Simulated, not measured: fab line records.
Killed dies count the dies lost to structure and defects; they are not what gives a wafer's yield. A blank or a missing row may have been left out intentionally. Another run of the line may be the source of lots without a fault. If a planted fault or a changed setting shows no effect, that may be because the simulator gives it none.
Which tool did it? -- flow n5 finfet -- 8 lots with 24 wafers sampled at 6 steps, on a route of 1938 steps

WHAT THE GAUGES SHOWED, per wafer
N5_BEOL_M0_CUTY_INSPECT_59: inspects for defects (macro). Usual: raw defect count reads 2.0 (standard deviation 1.6).
lot,measured,on,raw defect count,flag
L689,day 6 05:26,defect inspect-02,6 4 2,
L691,day 6 16:33,defect inspect-02,2 5 1,
L696,day 7 23:20,defect inspect-01,3 0 3,
L699,day 9 01:14,defect inspect-02,1 3 1,
L705,day 10 08:59,defect inspect-01,3 1 2,
L708,day 11 00:41,defect inspect-02,>300 >300 >300,OFF
L709,day 11 15:14,defect inspect-02,1 3 3,
L710,day 11 16:57,defect inspect-01,>300 >300 >300,OFF

N5_BEOL_M4_RC_MEAS_101. Usual: DIBL_N 36.0 mV/V, standard deviation 2.5; DIBL_P 36.3 mV/V, standard deviation 2.8; IOFF_N 0.16 nA/um, standard deviation 0.042; IOFF_P 0.21 nA/um, standard deviation 0.045; ION_N 673 uA/um, standard deviation 15; ION_P 463 uA/um, standard deviation 8.1; SS_N 71.4 mV/dec, standard deviation 0.73; SS_P 73.3 mV/dec, standard deviation 0.92; VT_N 251 mV, standard deviation 4.1; VT_P -250 mV, standard deviation 3.4.
lot,measured,on,DIBL_N (mV/V),DIBL_P (mV/V),IOFF_N (nA/um),IOFF_P (nA/um),ION_N (uA/um),ION_P (uA/um),SS_N (mV/dec),SS_P (mV/dec),VT_N (mV),VT_P (mV),flag
L689,day 8 02:01,prober-01,34.4 34.8 34.3,34.2 34.2 33.2,0.14 0.14 0.13,0.20 0.21 0.19,661 662 651,462 463 459,71.1 71.2 71.4,72.6 72.7 72.0,253 250 252,-250 -251 -251,
L691,day 8 10:39,prober-02,34.0 36.4 36.0,31.3 34.6 34.5,0.11 0.15 0.13,0.17 0.22 0.22,674 686 657,465 474 462,70.7 71.3 71.7,72.5 73.6 73.2,255 248 252,-250 -246 -245,
L696,day 10 01:33,prober-01,34.2 36.0 34.7,35.2 37.6 36.7,0.16 0.18 0.15,0.23 0.27 0.25,682 687 667,471 472 469,70.8 71.3 71.9,72.9 74.4 72.9,246 248 253,-246 -245 -248,
L699,day 10 23:28,prober-02,30.8 34.9 32.7,31.1 35.5 31.7,0.09 0.13 0.12,0.16 0.21 0.16,657 655 680,466 456 467,70.4 70.5 70.7,72.1 73.3 72.5,257 256 252,-253 -249 -253,
L705,day 12 15:02,prober-01,34.0 35.0 33.1,33.2 35.5 31.9,0.12 0.14 0.10,0.15 0.18 0.13,653 678 658,453 461 446,71.1 72.1 70.9,71.7 73.2 72.7,252 251 254,-256 -251 -257,
L708,day 13 04:50,prober-01,39.0 35.4 38.2,39.9 35.2 38.7,0.23 0.15 0.19,0.25 0.18 0.23,691 669 692,460 452 466,73.0 71.5 72.7,74.0 73.2 74.3,245 253 250,-250 -254 -251,
L709,day 13 11:44,prober-01,38.9 36.7 39.7,42.2 38.1 42.3,0.22 0.17 0.23,0.32 0.25 0.32,692 676 701,476 470 472,71.6 71.0 71.7,74.1 72.9 74.1,246 248 241,-242 -247 -243,
L710,day 13 22:22,prober-02,37.7 33.0 34.5,39.1 32.4 34.2,0.19 0.10 0.13,0.27 0.17 0.19,683 649 669,477 458 467,71.8 69.8 71.2,73.7 72.1 73.2,248 256 253,-245 -256 -251,

TOOL THAT RAN EACH LOT (tool first, then ch and the chambers of the sampled wafers, then the start)
lot,N5_BEOL_M0_SAQP_CUT_ETCH_46,N5_BEOL_M0_SAQP_ETCH_49,N5_BEOL_M0_CUTY_DESCUM_61,N5_BEOL_M0_HM_OPEN_105
L689,"rie diel-06 ch 0,1, day 6 04:14","rie diel-03 ch 0,2, day 6 05:01","rie diel-02 ch 1,2, day 6 05:29","rie metal-02 ch 0,1, day 6 06:22"
L691,"rie diel-04 ch 0,1, day 6 15:16","rie diel-03 ch 0,2,3, day 6 16:00","rie diel-02 ch 2,3, day 6 16:36","rie metal-02 ch 0,1, day 6 17:03"
L696,"rie diel-06 ch 0,3, day 7 22:04","rie diel-04 ch 1,2,3, day 7 22:47","rie diel-05 ch 0,2,3, day 7 23:22","rie metal-03 ch 0,1, day 8 00:31"
L699,"rie diel-04 ch 1,2, day 8 23:58","rie diel-04 ch 0,1,2, day 9 00:49","rie diel-05 ch 2,3, day 9 01:16","rie metal-03 ch 1, day 9 03:43"
L705,"rie diel-03 ch 2,3, day 10 06:40","rie diel-03 ch 1,2, day 10 08:26","rie diel-01 ch 0,3, day 10 09:02","rie metal-02 ch 0,1, day 10 09:52"
L708,"rie diel-06 ch 1,2,3, day 10 23:25","rie diel-04 ch 1,2,3, day 11 00:08","rie diel-02 ch 1,2,3, day 11 01:40","rie metal-01 ch 0,1, day 11 02:56"
L709,"rie diel-04 ch 0,2,3, day 11 13:58","rie diel-04 ch 1,2, day 11 14:41","rie diel-01 ch 0,2, day 11 15:16","rie metal-03 ch 0,1, day 11 17:26"
L710,"rie diel-06 ch 1,2, day 11 15:31","rie diel-03 ch 0,2, day 11 16:32","rie diel-05 ch 0,3, day 11 17:10","rie metal-01 ch 0,1, day 11 19:41"
- N5_BEOL_M0_SAQP_CUT_ETCH_46: etches SOC in N2/H2, target depth 135 nm, overetch 27 nm, time 202.5 s.
- N5_BEOL_M0_SAQP_ETCH_49: etches SiO2 in CF4/O2, target depth 37 nm.
- N5_BEOL_M0_CUTY_DESCUM_61: chemistry O2, time 7.9 s.
- N5_BEOL_M0_HM_OPEN_105: chemistry Cl2/BCl3, target TiN, target depth 12 nm.

AS READ BY THE TOOLS THEMSELVES (means over the sampled wafers that have a number; for cases with no such wafer, the mark the record gives instead)
N5_BEOL_M0_SAQP_CUT_ETCH_46. Usual: drypump motor current A 6.0 A, standard deviation 0.58; rf vpp V 523.4 V, standard deviation 2; showerhead plenum p Torr 2.52 Torr, standard deviation 0.074; throttle valve pct 17.89 %, standard deviation 0.26.
lot,tool,drypump motor current A (A),rf vpp V (V),showerhead plenum p Torr (Torr),throttle valve pct (%),flag
L689,rie diel-06,6.1,524.4,2.54,17.88,
L691,rie diel-04,6.4,522.9,2.52,17.73,
L696,rie diel-06,6.3,522.8,2.51,17.90,
L699,rie diel-04,6.0,522.1,2.47,17.93,
L705,rie diel-03,6.3,524.0,2.54,17.41,
L708,rie diel-06,5.9,521.6,2.46,17.88,
L709,rie diel-04,5.7,523.4,2.55,17.93,
L710,rie diel-06,5.3,522.2,2.49,17.86,

N5_BEOL_M0_SAQP_ETCH_49. Usual: drypump motor current A 6.1 A, standard deviation 0.52; mfc ar sccm 100.0 sccm, standard deviation 0.31; oes product au 0.76 a.u., standard deviation 0.073; rf vpp V 242 V, standard deviation 9.4; showerhead plenum p Torr 2.18 Torr, standard deviation 0.058; throttle valve pct 15.90 %, standard deviation 0.21.
lot,tool,drypump motor current A (A),mfc ar sccm (sccm),oes product au (a.u.),rf vpp V (V),showerhead plenum p Torr (Torr),throttle valve pct (%),flag
L689,rie diel-03,6.3,100.0,0.74,238,2.16,15.77,
L691,rie diel-03,6.4,99.8,0.73,242,2.17,15.82,
L696,rie diel-04,5.7,99.9,0.83,247,2.21,16.04,
L699,rie diel-04,6.0,100.0,0.81,251,2.17,15.85,
L705,rie diel-03,5.9,100.5,0.82,243,2.25,15.76,
L708,rie diel-04,5.8,100.0,0.81,247,2.20,16.08,
L709,rie diel-04,5.6,99.8,0.82,252,2.15,15.95,
L710,rie diel-03,6.3,100.0,0.80,237,2.15,15.68,

N5_BEOL_M0_CUTY_DESCUM_61. Usual: for bias power w, 20.00 W with a standard deviation of 0.055; for drypump motor current A, 5.7 A with a standard deviation of 0.31; for o2 flow sccm, 224.9 sccm with a standard deviation of 0.63; for oes product au, 0.78 a.u. with a standard deviation of 0.08; for rf vpp V, 243.2 V with a standard deviation of 1.6; for showerhead plenum p Torr, 2.10 Torr with a standard deviation of 0.081; for throttle valve pct, 20.51 % with a standard deviation of 0.18.
lot,tool,bias power w (W),drypump motor current A (A),o2 flow sccm (sccm),oes product au (a.u.),rf vpp V (V),showerhead plenum p Torr (Torr),throttle valve pct (%),flag
L689,rie diel-02,20.01,5.5,224.9,0.78,242.0,2.02,20.53,
L691,rie diel-02,20.05,5.4,224.4,0.79,243.0,2.08,20.63,
L696,rie diel-05,20.00,5.9,225.4,0.77,243.7,2.13,20.52,
L699,rie diel-05,19.98,5.7,225.2,0.82,244.3,2.16,20.48,
L705,rie diel-01,20.03,5.5,225.1,0.85,243.1,2.10,20.44,
L708,rie diel-02,20.00,5.5,224.4,0.80,243.6,2.10,20.46,
L709,rie diel-01,20.00,6.1,225.0,0.91,243.8,2.11,20.58,
L710,rie diel-05,20.00,6.0,225.1,0.78,244.0,2.20,20.42,

N5_BEOL_M0_HM_OPEN_105. Usual: bcl3 flow sccm 21.74 sccm, standard deviation 0.065; drypump motor current A 5.8 A, standard deviation 0.44; mfc ar sccm 24.99 sccm, standard deviation 0.07; mfc cl2 sccm 53.25 sccm, standard deviation 0.15; oes product au 0.74 a.u., standard deviation 0.11; throttle valve pct 22.0 %, standard deviation 0.34.
lot,tool,bcl3 flow sccm (sccm),drypump motor current A (A),mfc ar sccm (sccm),mfc cl2 sccm (sccm),oes product au (a.u.),throttle valve pct (%),flag
L689,rie metal-02,21.72,5.7,25.01,53.26,0.63,21.6,
L691,rie metal-02,21.72,5.7,25.03,53.38,0.68,21.9,
L696,rie metal-03,21.78,6.1,24.95,53.21,0.69,22.0,
L699,rie metal-03,21.62,5.2,24.93,53.11,0.74,22.2,
L705,rie metal-02,21.82,5.7,25.04,53.26,0.78,21.9,
L708,rie metal-01,21.67,5.8,24.94,53.25,0.81,22.1,
L709,rie metal-03,21.72,6.1,25.03,53.27,0.68,22.0,
L710,rie metal-01,21.67,5.8,25.02,53.29,0.81,22.1,

THE ANSWER, worked out from the rows above alone
Rule: take the mean of a lot's wafers that have a number; if it is more than 3 standard deviations from the usual mean, the lot is off. Also off: a lot with no number at a reading for which 4 or more lots have one. All remaining lots with rows at the step are treated as sound. Order of review: gauges by route order, followed by the tools' own readings, for which a lot's mean as printed above is used. At the first step where some lot is off, the reading lying furthest off is the one used; lots without a number count as furthest.
Off at N5_BEOL_M0_CUTY_INSPECT_59 (raw defect count): L708, L710. Without a number there: L708, L710.
A tool fits if, at a process step before that reading, it ran every lot that is off, and no sound lot after the first of them. Gauges at N5_BEOL_M0_CUTY_INSPECT_59: tried the same way as those tools. One fits: N5_BEOL_M0_SAQP_CUT_ETCH_46 on rie diel-06. Its last sound lot is L696 (day 7 22:04), its first lot that is off L708 (day 10 23:25): a fault that began between those two fits.

WHAT WAS PUT IN BY THE SIMULATOR
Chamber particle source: rie diel-06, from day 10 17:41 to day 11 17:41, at N5_BEOL_M0_SAQP_CUT_ETCH_46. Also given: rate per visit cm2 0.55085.
Struck lots among those shown: L708, L710. The same result came from the rule above.
